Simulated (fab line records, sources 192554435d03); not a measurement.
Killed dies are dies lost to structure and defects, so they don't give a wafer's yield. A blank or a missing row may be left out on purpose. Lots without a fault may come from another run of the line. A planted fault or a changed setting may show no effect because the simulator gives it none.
A struck lot beside a sound one | flow n5_finfet | 14 steps out of a route of 1938
Sound: wafers L692.2, L692.3, L692.6. Struck: wafers L702.2, L702.3, L702.6. The cause comes at the end.
At each step with rows: each side's tool, then ch and its chambers, then its first start. Under that, the readings that differ: sound wafers | struck wafers | difference of the means | sigmas: that difference in standard deviations of wafers without a fault.
alike: readings whose means differ by less than 2 such deviations, and words and numbers that are the same on both sides. not compared: withheld readings, readings that some wafer has no value for, bounds like >300 that may hide the same value, and numbers for which the record gives no deviation and whose values overlap.
The two part at a step that has a row with sigmas, a row that says differs or no value, or rows on one side only. Numbers that don't overlap but have no deviation are shown without sigmas and don't part them. A reading that every wafer of one side lacks parts them only if that side has two wafers or more.

first, 2 steps without rows for these wafers: N5_HKMG_FIN_STRIP_92 (strips SOC in N2/H2, time 20 s); N5_HKMG_FIN_WET_ETCH_18 (etches TiN in SC1, time 55 s, target depth 5.2 nm, rinse time 30 s).
N5_HKMG_FIN_STRIP_19: strips in N2/H2, time 360 s.
  sound on plasma_asher-02 ch 0,1, day 4 12:40; struck on plasma_asher-02 ch 0,1, day 7 00:12
  alike: drypump_motor_current_A, heater_power_w
  not compared: rf_hours_counter_h
N5_HKMG_FIN_ALD_91: deposits TiN, target thk 1 nm, pulse time 1 s, purge time 3 s.
  sound on ald_metal-03 ch 1,3, day 4 13:03; struck on ald_metal-01 ch 0,2,3, day 7 00:35
  alike: heater_power_w, precursor_pulse_height_rel
then, 1 step without rows for these wafers: N5_HKMG_FIN_COAT_85 (time 60 s, resist thk 300 nm).
N5_HKMG_FIN_ETCH_86: etches SOC in N2/H2, stops on TiN, target depth 393.2 nm.
  sound on rie_diel-04 ch 1,2,3, day 4 13:23; struck on rie_diel-06 ch 0,1, day 7 00:55
  alike: bias_w, chamber_pressure_mTorr, drypump_motor_current_A, oes_product_au, rf_vpp_V, showerhead_plenum_p_Torr, throttle_valve_pct
  not compared: rf_hours_counter_h
N5_HKMG_FIN_STRIP_89: strips SOC in N2/H2, time 20 s.
  sound on rie_diel-04 ch 1,2,3, day 4 13:27; struck on rie_diel-06 ch 0,1, day 7 00:59
  alike: drypump_motor_current_A, oes_product_au, rf_vpp_V, showerhead_plenum_p_Torr, throttle_valve_pct
  not compared: rf_hours_counter_h
then, 2 steps without rows for these wafers: N5_HKMG_FIN_WET_ETCH_87 (etches TiN in SC1, time 154.2 s, target depth 4.7 nm, rinse time 30 s); N5_HKMG_FIN_STRIP_88 (strips in N2/H2, time 360 s).
N5_HKMG_FIN_NWFM_ALD_20: deposits TiAlC, target thk 2 nm, pulse time 3 s, purge time 2 s.
  sound on ald_metal-02 ch 1,2,3, day 4 14:02; struck on ald_metal-03 ch 0,1,3, day 7 01:50
  alike: heater_power_w, precursor_pulse_height_rel
then, 2 steps without rows for these wafers: N5_HKMG_FIN_ALD_71 (deposits TiN, target thk 1 nm, pulse time 1 s, purge time 3 s); N5_HKMG_FIN_COAT_66 (time 60 s, resist thk 300 nm).
N5_HKMG_FIN_ETCH_67: etches SOC in N2/H2, stops on TiN, target depth 388.9 nm.
  sound on rie_diel-04 ch 0,1, day 4 14:28; struck on rie_diel-06 ch 1,3, day 7 02:17
  no value came back on the struck wafers for any of 7 readings (bias_w (W), chamber_pressure_mTorr (mTorr) and others); on the sound wafers bias_w (W) reads 60.85 60.92 61.00
  reading                                   | sound        | struck        | difference | sigmas
  model.SOC_of_HKMG_FIN_COAT_66.thk_nm (nm) | 11 10.8 11.6 | 300 299.6 300 | +289       |
  not compared: rf_hours_counter_h
then, 1 step without rows for these wafers: N5_HKMG_FIN_STRIP_90 (strips SOC in N2/H2, time 20 s).

WHERE THEY PART
Only at N5_HKMG_FIN_ETCH_67, within this record.

WHY: what the simulator had put in
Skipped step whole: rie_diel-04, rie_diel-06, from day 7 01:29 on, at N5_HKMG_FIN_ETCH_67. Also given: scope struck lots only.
